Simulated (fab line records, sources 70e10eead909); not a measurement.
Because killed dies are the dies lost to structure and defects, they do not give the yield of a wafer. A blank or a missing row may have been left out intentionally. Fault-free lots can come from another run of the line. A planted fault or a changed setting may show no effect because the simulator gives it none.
Matching of chambers ; flow nand harc ; 4 sister chambers for NHARC_A_STAIRCASE_ETCH_253 on rie diel-02
The step etches the open film in C4F8/O2, target depth 50 nm, time 20.2 s. 4 wafers are shown with their chamber, then 7 later ones without.

## EACH WAFER AND ITS CHAMBER
wafer;chamber;rf vpp V (V)
L085.1;3;897
L085.2;0;889
L089.1;2;905
L089.4;1;900

## WAFERS MISSING THEIR CHAMBER
wafer;rf vpp V (V)
L089.6;897
L088.1;900
L088.4;905
L088.5;888
L090.1;888
L090.5;899
L090.6;887

## WHICH CHAMBER EACH ONE RAN IN
wafer;from the rows above;in truth
L089.6;3;3
L088.1;1;1
L088.4;2;2
L088.5;0;0
L090.1;0;0
L090.5;can't be placed: 1 or 3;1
L090.6;0;0
6 of 7 placed correctly. Not placeable from these rows: 1 (in 1, the candidates include the true chamber). Placed wrongly: 0.
How it was worked out, from the rows above alone: a wafer's distance from a chamber is the root of the sum, over the readings, of the square of ((its reading less the chamber's mean) divided by the reading's scatter). If the next closest chamber is less than 2 further off than the closest, the wafer can't be placed; otherwise it belongs to the closest. A chamber's mean is the mean of its shown wafers. The scatter: root of mean squared gap, hidden wafer to nearest shown wafer, with one shown wafer a chamber.
